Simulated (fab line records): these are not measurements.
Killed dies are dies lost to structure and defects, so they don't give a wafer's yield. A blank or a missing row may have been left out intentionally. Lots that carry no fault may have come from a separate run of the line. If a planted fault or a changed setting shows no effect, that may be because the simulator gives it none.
Split-lot study + flow n5Finfet + 21 wafers read across 7 lots, on a route 1938 steps long

## SPLIT DETAILS
At N5_BEOL_M2_TRENCH_ETCH_37 (etches SiOC in C4F6/O2, target depth 55.555 nm, time 29.2 s), the setting sourceW was moved away from the recipe's 355 W on 11 of the 21 wafers read, by -11.7% to +17.6%. All remaining wafers had this setting at the recipe value.

## FROM THE SPLIT TO THE READING: what the file shows between them, 2 steps
- N5_BEOL_M2_ETCH_41: etches SiCN in CH3F/O2, target depth 29.9 nm, time 52.5 s
- N5_BEOL_M2_STRIP_97: strips in N2/H2, time 10 s

## THE READING
trenchDepthNm, in nm, at N5_BEOL_M2_OCD_MEAS_38. On this fab line, fault-free wafers typically give 54.9 nm with a standard deviation of 0.94 nm.

| wafer  | tool, chamber at the split | sourceW as run, W | against the recipe | trenchDepthNm, nm | against lot-mates on the recipe |
|--------|----------------------------|-------------------|--------------------|-------------------|---------------------------------|
| L075.2 | rieDiel-06, 3              | 381.4             | +7.4%              | 56.6              | no lot-mate on the recipe       |
| L075.3 | rieDiel-06, 2              | 381.4             | +7.4%              | 54.8              | no lot-mate on the recipe       |
| L075.5 | rieDiel-06, 2              | 381.4             | +7.4%              | 55.8              | no lot-mate on the recipe       |
| L085.1 | rieDiel-02, 3              | 417.6             | +17.6%             | 58.9              | +4.6                            |
| L085.4 | rieDiel-02, 1              | 417.6             | +17.6%             | 59.9              | +5.6                            |
| L085.6 | rieDiel-02, 2              | 355               | recipe             | 54.3              | -                               |
| L084.3 | rieDiel-06, 0              | 355               | recipe             | 53.8              | -                               |
| L084.5 | rieDiel-06, 0              | 355               | recipe             | 55.0              | -                               |
| L084.6 | rieDiel-06, 1              | 355               | recipe             | 55.3              | -                               |
| L090.3 | rieDiel-02, 1              | 355               | recipe             | 56.7              | -                               |
| L090.4 | rieDiel-02, 0              | 355               | recipe             | 55.7              | -                               |
| L090.5 | rieDiel-02, 2              | 355               | recipe             | 55.6              | -                               |
| L093.3 | rieDiel-06, 0              | 313.4             | -11.7%             | 51.3              | -4.5                            |
| L093.4 | rieDiel-06, 1              | 313.4             | -11.7%             | 52.4              | -3.4                            |
| L093.5 | rieDiel-06, 1              | 355               | recipe             | 55.8              | -                               |
| L096.2 | rieDiel-02, 2              | 372.8             | +5.0%              | 55.0              | +0.6                            |
| L096.3 | rieDiel-02, 1              | 372.8             | +5.0%              | 56.7              | +2.3                            |
| L096.5 | rieDiel-02, 3              | 355               | recipe             | 54.4              | -                               |
| L092.1 | rieDiel-02, 1              | 355               | recipe             | 54.9              | -                               |
| L092.3 | rieDiel-02, 0              | 327.3             | -7.8%              | 54.2              | -0.7                            |
| L092.4 | rieDiel-02, 2              | 327.3             | -7.8%              | 52.4              | -2.5                            |

FIT RESULTS
A straight line over all 21 wafers: trenchDepthNm changes by +0.229 nm for each +1% of sourceW; r = +0.89; the points scatter about the line by 0.92 nm.
The same after taking each lot's own level away (the mean of its wafers on the recipe; 18 wafers): +0.292 nm for each +1%; r = +0.96; scatter 0.69 nm.
Per that fit: largest sourceW move, reading shift of 5.1 nm.
Across the lots, their own levels run from 54.30 to 56.00 nm, a range of 1.8 times the standard deviation given above.
Thus the slope moves with the lot-to-lot level: the two fits are different.
Check: with one of the wafers moved furthest among these (+17.6%) left out of the fit, the line predicts +5.44 nm for it against its lot-mates. It came out at +4.6 nm against them.

## OTHER SPLITS ON THESE WAFERS
These wafers also went through other splits before the reading. Each is held against what the fit with the lots' levels taken away leaves over:
| other split on the same wafers            | wafers away from the commonest value | r with trenchDepthNm (lot level and that fit taken away) |
|-------------------------------------------|--------------------------------------|----------------------------------------------------------|
| N5_BEOL_M0_SAQP_SPACER2_ALD_26 targetThkA | 4                                    | +0.33                                                    |
| N5_BEOL_M0_SAQP_COAT_69 spinRpm           | 7                                    | +0.23                                                    |
| N5_BEOL_M1_PECVD_72 timeS                 | 6                                    | -0.21                                                    |
| N5_BEOL_M2_ALD_98 aldCycles               | 8                                    | -0.08                                                    |

## THE WHOLE CHAIN: every reading that the file lists as answering this split, in the file's order
| step                      | what it does                                                | reading                                                                 | change (the file's fit)               | r (the file's) |
|---------------------------|-------------------------------------------------------------|-------------------------------------------------------------------------|---------------------------------------|----------------|
| N5_BEOL_M2_TRENCH_ETCH_37 | etches SiOC in C4F6/O2, target depth 55.555 nm, time 29.2 s | etch.depthNm (the simulator's own value, which no gauge read)           | +0.267 nm for each +1% of the setting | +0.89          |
| N5_BEOL_M2_TRENCH_ETCH_37 | etches SiOC in C4F6/O2, target depth 55.555 nm, time 29.2 s | BEOL_M2.featureDepthNm (the simulator's own value, which no gauge read) | +0.269 nm for each +1% of the setting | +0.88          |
| N5_BEOL_M2_OCD_MEAS_38    |                                                             | trenchDepthNm                                                           | +0.292 nm for each +1% of the setting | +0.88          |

## THE FILE'S OWN FIT
trenchDepthNm changes by +0.292 nm for each +1% of sourceW, r = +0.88.
